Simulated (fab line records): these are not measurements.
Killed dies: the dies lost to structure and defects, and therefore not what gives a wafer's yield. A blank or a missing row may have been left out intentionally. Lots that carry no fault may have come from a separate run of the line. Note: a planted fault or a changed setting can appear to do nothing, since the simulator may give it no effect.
Split-lot study :: flow n5_finfet :: 7 lots, 21 wafers read, on a route of 1938 steps

THE SPLIT ITSELF
At N5_DUMMY_GATE_COAT_28 (time 60 s, resist thk 10 nm), the setting spin_rpm was moved away from the recipe's 1500 rpm on 8 of the 21 wafers read, by -9.2% to +10.8%. For the rest of the wafers, this setting stayed at what the recipe calls for.

The split's own step is where the reading is taken.

THE READING
underlayer_of_DUMMY_GATE_COAT_28.thk_nm (the simulator's own value, which no gauge read), in nm, at N5_DUMMY_GATE_COAT_28 (time 60 s, resist thk 10 nm). The file gives no usual value for it.

wafer: L074.3
tool, chamber at the split: litho_track-05, 0
spin_rpm as run, rpm: 1662
against the recipe: +10.8%
underlayer_of_DUMMY_GATE_COAT_28.thk_nm, nm: 9.4
against lot-mates on the recipe: -0.6

wafer: L074.6
tool, chamber at the split: litho_track-05, 0
spin_rpm as run, rpm: 1662
against the recipe: +10.8%
underlayer_of_DUMMY_GATE_COAT_28.thk_nm, nm: 9.4
against lot-mates on the recipe: -0.6

wafer: L074.4
tool, chamber at the split: litho_track-05, 0
spin_rpm as run, rpm: 1500
against the recipe: recipe
underlayer_of_DUMMY_GATE_COAT_28.thk_nm, nm: 10
against lot-mates on the recipe: -

wafer: L075.1
tool, chamber at the split: litho_track-04, 0
spin_rpm as run, rpm: 1500
against the recipe: recipe
underlayer_of_DUMMY_GATE_COAT_28.thk_nm, nm: 10
against lot-mates on the recipe: -

wafer: L075.3
tool, chamber at the split: litho_track-04, 0
spin_rpm as run, rpm: 1500
against the recipe: recipe
underlayer_of_DUMMY_GATE_COAT_28.thk_nm, nm: 10
against lot-mates on the recipe: -

wafer: L075.4
tool, chamber at the split: litho_track-04, 0
spin_rpm as run, rpm: 1500
against the recipe: recipe
underlayer_of_DUMMY_GATE_COAT_28.thk_nm, nm: 10
against lot-mates on the recipe: -

wafer: L079.1
tool, chamber at the split: litho_track-01, 0
spin_rpm as run, rpm: 1500
against the recipe: recipe
underlayer_of_DUMMY_GATE_COAT_28.thk_nm, nm: 10
against lot-mates on the recipe: -

wafer: L079.6
tool, chamber at the split: litho_track-01, 0
spin_rpm as run, rpm: 1500
against the recipe: recipe
underlayer_of_DUMMY_GATE_COAT_28.thk_nm, nm: 10
against lot-mates on the recipe: -

wafer: L079.3
tool, chamber at the split: litho_track-01, 0
spin_rpm as run, rpm: 1362
against the recipe: -9.2%
underlayer_of_DUMMY_GATE_COAT_28.thk_nm, nm: 10.6
against lot-mates on the recipe: +0.6

wafer: L083.2
tool, chamber at the split: litho_track-05, 0
spin_rpm as run, rpm: 1612
against the recipe: +7.5%
underlayer_of_DUMMY_GATE_COAT_28.thk_nm, nm: 9.6
against lot-mates on the recipe: -0.4

wafer: L083.4
tool, chamber at the split: litho_track-05, 0
spin_rpm as run, rpm: 1612
against the recipe: +7.5%
underlayer_of_DUMMY_GATE_COAT_28.thk_nm, nm: 9.6
against lot-mates on the recipe: -0.4

wafer: L083.6
tool, chamber at the split: litho_track-05, 0
spin_rpm as run, rpm: 1500
against the recipe: recipe
underlayer_of_DUMMY_GATE_COAT_28.thk_nm, nm: 10
against lot-mates on the recipe: -

wafer: L087.1
tool, chamber at the split: litho_track-01, 0
spin_rpm as run, rpm: 1500
against the recipe: recipe
underlayer_of_DUMMY_GATE_COAT_28.thk_nm, nm: 10
against lot-mates on the recipe: -

wafer: L087.4
tool, chamber at the split: litho_track-01, 0
spin_rpm as run, rpm: 1662
against the recipe: +10.8%
underlayer_of_DUMMY_GATE_COAT_28.thk_nm, nm: 9.4
against lot-mates on the recipe: -0.6

wafer: L087.6
tool, chamber at the split: litho_track-01, 0
spin_rpm as run, rpm: 1662
against the recipe: +10.8%
underlayer_of_DUMMY_GATE_COAT_28.thk_nm, nm: 9.6
against lot-mates on the recipe: -0.4

wafer: L090.3
tool, chamber at the split: litho_track-04, 0
spin_rpm as run, rpm: 1500
against the recipe: recipe
underlayer_of_DUMMY_GATE_COAT_28.thk_nm, nm: 10
against lot-mates on the recipe: -

wafer: L090.5
tool, chamber at the split: litho_track-04, 0
spin_rpm as run, rpm: 1500
against the recipe: recipe
underlayer_of_DUMMY_GATE_COAT_28.thk_nm, nm: 10
against lot-mates on the recipe: -

wafer: L090.4
tool, chamber at the split: litho_track-04, 0
spin_rpm as run, rpm: 1652
against the recipe: +10.1%
underlayer_of_DUMMY_GATE_COAT_28.thk_nm, nm: 9.6
against lot-mates on the recipe: -0.4

wafer: L091.2
tool, chamber at the split: litho_track-01, 0
spin_rpm as run, rpm: 1500
against the recipe: recipe
underlayer_of_DUMMY_GATE_COAT_28.thk_nm, nm: 10
against lot-mates on the recipe: -

wafer: L091.5
tool, chamber at the split: litho_track-01, 0
spin_rpm as run, rpm: 1500
against the recipe: recipe
underlayer_of_DUMMY_GATE_COAT_28.thk_nm, nm: 10
against lot-mates on the recipe: -

wafer: L091.6
tool, chamber at the split: litho_track-01, 0
spin_rpm as run, rpm: 1500
against the recipe: recipe
underlayer_of_DUMMY_GATE_COAT_28.thk_nm, nm: 10
against lot-mates on the recipe: -

THE FIT
A straight line over all 21 wafers: underlayer_of_DUMMY_GATE_COAT_28.thk_nm changes by -0.0525 nm for each +1% of spin_rpm; r = -0.98; the points scatter about the line by 0.055 nm.
The same after taking each lot's own level away (the mean of its wafers on the recipe; 21 wafers): -0.0525 nm for each +1%; r = -0.98; scatter 0.055 nm.
According to that fit, moving spin_rpm by its largest amount changes the reading by 0.57 nm.
The lots' own levels span 10.00 to 10.00 nm.
The two slopes agree, so the slope changes little with the lot-to-lot level.
Check: -0.544 nm against its lot-mates is what the line predicts for one of the wafers moved furthest among these (+10.8%) when that wafer is left out of the fit. Against them it came out at -0.6 nm.

THESE WAFERS: OTHER SPLITS
Note: prior to the reading, these wafers also went through further splits. Each is held against what the fit with the lots' levels taken away leaves over:
other split on the same wafers: N5_ZERO_LAYER_EXPOSE_08 dose_mj
wafers away from the commonest value: 4
r with underlayer_of_DUMMY_GATE_COAT_28.thk_nm (lot level and that fit taken away): +0.07

other split on the same wafers: N5_ZERO_LAYER_DEVELOP_10 develop_time_s
wafers away from the commonest value: 6
r with underlayer_of_DUMMY_GATE_COAT_28.thk_nm (lot level and that fit taken away): +0.36

other split on the same wafers: N5_ZERO_LAYER_ETCH_18 icp_w
wafers away from the commonest value: 6
r with underlayer_of_DUMMY_GATE_COAT_28.thk_nm (lot level and that fit taken away): -0.39

other split on the same wafers: N5_WELL_APT_PEB_06 peb_time_s
wafers away from the commonest value: 6
r with underlayer_of_DUMMY_GATE_COAT_28.thk_nm (lot level and that fit taken away): +0.38

other split on the same wafers: N5_FIN_SAQP_PECVD_48 time_s
wafers away from the commonest value: 6
r with underlayer_of_DUMMY_GATE_COAT_28.thk_nm (lot level and that fit taken away): -0.38

other split on the same wafers: N5_FIN_SAQP_COAT_10 spin_rpm
wafers away from the commonest value: 6
r with underlayer_of_DUMMY_GATE_COAT_28.thk_nm (lot level and that fit taken away): -0.43

THE FILE'S OWN FIT
underlayer_of_DUMMY_GATE_COAT_28.thk_nm changes by -0.0513 nm for each +1% of spin_rpm, r = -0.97.
